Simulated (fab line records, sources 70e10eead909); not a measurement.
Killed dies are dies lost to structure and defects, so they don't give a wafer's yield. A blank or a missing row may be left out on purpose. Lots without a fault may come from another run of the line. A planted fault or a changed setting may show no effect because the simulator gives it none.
A struck lot beside a sound one | flow nand_harc | 22 steps out of a route of 1302
Sound: wafers L541.2, L541.4, L541.5. Struck: wafers L549.2, L549.3, L549.6. The cause comes at the end.
At each step with rows: each side's tool, then ch and its chambers, then its first start. Under that, the readings that differ: sound wafers | struck wafers | difference of the means | sigmas: that difference in standard deviations of wafers without a fault.
alike: readings whose means differ by less than 2 such deviations, and words and numbers that are the same on both sides. not compared: withheld readings, readings that some wafer has no value for, bounds like >300 that may hide the same value, and numbers for which the record gives no deviation and whose values overlap.
The two part at a step that has a row with sigmas, a row that says differs or no value, or rows on one side only. Numbers that don't overlap but have no deviation are shown without sigmas and don't part them. A reading that every wafer of one side lacks parts them only if that side has two wafers or more.

NHARC_A_BLC_CVD_24: deposits W, target thk 150 nm, time 434 s.
  sound on cvd_w-02 ch 0; struck on cvd_w-02 ch 0,1
  alike: heater_power_w, mfc_h2_sccm, throttle_valve_pct
NHARC_A_BLC_CMP_25: polishes, t overpolish 30 s, target thk 150 nm.
  sound on cmp-03 ch 0,1,3, day 25 23:27; struck on cmp-02 ch 1,2,3, day 29 03:51
  alike: motor_current_A, overpolish_run_s, slurry_filter_dp_kPa, time_to_endpoint_s
then, 1 step without rows for these wafers: NHARC_A_BLC_SRD_27.
NHARC_A_BLC_INSPECT_28:
  sound on defect_inspect-02, day 25 23:53; struck on defect_inspect-01, day 29 04:12
  alike: raw_defect_count
then, 7 steps without rows for these wafers: NHARC_A_M0_DEP_00 (deposits SiOC, target thk 150 nm); NHARC_A_M0_DEHYDRATE_01 (time 120 s); NHARC_A_M0_HMDS_02 (time 30 s); NHARC_A_M0_COAT_33 (time 65 s); NHARC_A_M0_COAT_03 (resist thk 90 nm); NHARC_A_M0_SOFTBAKE_04 (time 55 s); NHARC_A_M0_EBR_05.
NHARC_A_M0_EXPOSE_06: exposes mask A M0, target cd 80 nm.
  sound on arfi_scanner-03 ch 0, day 26 00:38; struck on arfi_scanner-02 ch 0, day 29 05:32
  reading              | sound             | struck            | difference | sigmas
  exposure_dose_mJ_cm2 | 83.32 83.08 83.17 | 76.40 76.30 76.29 | -6.86      | -88
  alike: mask
then, 2 steps without rows for these wafers: NHARC_A_M0_PEB_07 (peb time 65 s); NHARC_A_M0_DEVELOP_08 (develop time 35 s).
NHARC_A_M0_CD_MEAS_09: target cd 80 nm.
  sound on cd_sem-02 ch 0, day 26 00:47; struck on cd_sem-02 ch 0, day 29 05:40
  reading    | sound          | struck         | difference | sigmas
  cd_nm (nm) | 79.4 80.8 79.8 | 74.1 74.0 74.4 | -5.8       | -9
NHARC_A_M0_OVL_MEAS_10: pitch 160 nm.
  sound on overlay-01, day 26 00:52; struck on overlay-01, day 29 05:45
  reading           | sound       | struck         | difference | sigmas
  overlay_y_nm (nm) | 0.6 1.7 0.8 | -0.9 -1.1 -1.2 | -2.1       | -2
  alike: overlay_x_nm
NHARC_A_M0_INSPECT_11:
  sound on defect_inspect-02, day 26 00:54; struck on defect_inspect-02, day 29 05:47
  alike: raw_defect_count
NHARC_A_M0_DESCUM_14: chemistry O2, time 3 s.
  sound on rie_diel-03 ch 0,2,3, day 26 00:59; struck on rie_diel-12 ch 0,3, day 29 05:52
  reading               | sound             | struck           | difference | sigmas
  model.A_M0.cd_nm (nm) | 79.98 81.23 80.17 | 74.74 73.48 73.8 | -6.45      |
  alike: chamber_pressure_mTorr, drypump_motor_current_A, oes_product_au, rf_vpp_V, showerhead_plenum_p_Torr, throttle_valve_pct
  not compared: rf_hours_counter_h
NHARC_A_M0_ETCH_34: etches the open film in N2/H2, target depth 40 nm, overetch 12 nm, time 43.94 s.
  sound on rie_diel-03 ch 1,2,3, day 26 01:03; struck on rie_diel-12 ch 0,1, day 29 05:56
  reading                     | sound       | struck      | difference | sigmas
  drypump_motor_current_A (A) | 4.9 5.1 5.1 | 6.2 6.0 6.2 | +1.1       | +2
  alike: bias_w, chamber_pressure_mTorr, h2_flow_sccm, oes_product_au, rf_vpp_V, showerhead_plenum_p_Torr, throttle_valve_pct
  not compared: rf_hours_counter_h
NHARC_A_M0_ETCH_15: etches the open film in C4F8/Ar, target depth 150 nm, overetch 15 nm, time 82.5 s.
  sound on rie_diel-03 ch 0,3; struck on rie_diel-12 ch 0,1,2
  reading               | sound            | struck           | difference | sigmas
  model.A_M0.cd_nm (nm) | 79.8 81.66 79.91 | 74.9 73.72 73.69 | -6.4       |
  alike: bias_w, chamber_pressure_mTorr, oes_product_au, rf_vpp_V
  not compared: rf_hours_counter_h
NHARC_A_M0_CD_MEAS_16:
  sound on cd_sem-03, day 26 01:16; struck on cd_sem-01, day 29 06:09
  reading    | sound          | struck         | difference | sigmas
  cd_nm (nm) | 79.6 81.3 79.7 | 74.9 73.8 73.8 | -6.0       | -6
NHARC_END_SORT_01:
  the record has rows for the struck wafers here (prober-01 ch 0, day 30 22:14) and none for the sound ones

WHERE THEY PART
First at NHARC_A_M0_EXPOSE_06; last, within this record, at NHARC_END_SORT_01.

WHY: what the simulator had put in
Process parameter drift: arfi_scanner-02, from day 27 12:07 on, at NHARC_A_M0_EXPOSE_06. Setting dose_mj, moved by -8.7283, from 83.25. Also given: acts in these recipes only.
